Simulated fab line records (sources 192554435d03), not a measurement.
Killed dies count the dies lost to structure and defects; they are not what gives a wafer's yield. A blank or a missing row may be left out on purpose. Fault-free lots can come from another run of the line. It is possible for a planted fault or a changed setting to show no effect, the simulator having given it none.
One fault seen from 2 desks | flow n5_finfet | numbers are kept per desk, each desk with only its own; the story behind them comes last

## TOOL OWNER'S DESK, rie_diel-03
The tool's own readings at N5_PASSIVATION_PASS_ETCH_74 (etches SiNx in CF4/O2, target depth 220 nm, time 110 s): means of the sampled wafers that have a number, for each lot that ran on this tool. Marked OUT: a lot whose mean sits more than 4 standard deviations from the usual mean, which makes it out of limits; the brackets give that distance.
Columns: A = drypump_motor_current_A at N5_PASSIVATION_PASS_ETCH_74, usual 5.7 A; B = oes_f_703_au at N5_PASSIVATION_PASS_ETCH_74, usual 0.81 a.u.; C = oes_product_au at N5_PASSIVATION_PASS_ETCH_74, usual 0.82 a.u.; D = rf_fwd_power_W at N5_PASSIVATION_PASS_ETCH_74, usual 532.7 W; E = rf_vpp_V at N5_PASSIVATION_PASS_ETCH_74, usual 241.3 V; F = showerhead_plenum_p_Torr at N5_PASSIVATION_PASS_ETCH_74, usual 2.22 Torr; G = throttle_valve_pct at N5_PASSIVATION_PASS_ETCH_74, usual 15.89 %
lot  | first seen here | A   | B    | C    | D               | E                | F    | G
L803 | day 12 00:46    | 5.9 | 0.87 | 0.87 | 534.5           | 241.2            | 2.23 | 15.72
L807 | day 12 18:46    | 6.0 | 0.82 | 0.82 | 535.1           | 243.1            | 2.19 | 15.68
L814 | day 14 17:59    | 6.0 | 0.81 | 0.80 | 534.3           | 241.3            | 2.21 | 15.86
L813 | day 15 13:14    | 6.2 | 0.98 | 0.89 | 617.8 (+45) OUT | 222.6 (-8.9) OUT | 2.28 | 15.92
L819 | day 16 04:30    | 5.9 | 0.90 | 0.87 | 574.5 (+22) OUT | 234.1            | 2.20 | 15.65
This desk's finding: out of limits on L813, L819; first on L813, day 15 13:14 (rf_fwd_power_W at N5_PASSIVATION_PASS_ETCH_74). L803, L807, L814 stayed within limits.

## METROLOGY DESK
Lot by lot, what the gauges showed, no matter which tool ran the lot: averages of those sampled wafers that carry a number. Marked OUT: a lot whose mean sits more than 4 standard deviations from the usual mean, which makes it out of limits; the brackets give that distance.
Columns: A = cd_nm at N5_MIM_TOP_LITHO_CD_MEAS_08, usual 1999.7 nm
lot  | first seen here | A
L803 | day 11 22:07    | 1999.3
L806 | day 12 10:52    | 1999.1
L808 | day 12 12:53    | 1997.6
L807 | day 12 16:13    | 2000.6
L810 | day 13 17:04    | 1998.7
L812 | day 14 01:46    | 2002.6
L814 | day 14 12:48    | 1998.4
L813 | day 15 08:53    | 1998.3
L819 | day 16 01:23    | 2000.9
L824 | day 17 03:21    | 1998.0
L826 | day 17 21:56    | 2000.6
This desk found nothing out of limits on any of the 11 lots.

## TAKEN TOGETHER
The tool owner's desk could have raised an alarm at day 15 13:14, on L813, L819.
The metrology desk saw nothing out of limits.
The metrology desk holds a record of L813, L819, inside its limits.
Every lot named ran N5_PASSIVATION_PASS_ETCH_74 on rie_diel-03.

## WHAT HAD BEEN PUT IN BY THE SIMULATOR
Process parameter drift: rie_diel-03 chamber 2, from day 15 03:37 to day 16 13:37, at N5_PASSIVATION_PASS_ETCH_74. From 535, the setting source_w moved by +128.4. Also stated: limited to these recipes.
Struck lots among those shown: L813, L819.
How many hours passed from the start of the fault until each desk's first out-of-limits reading: the tool owner's desk, 10.
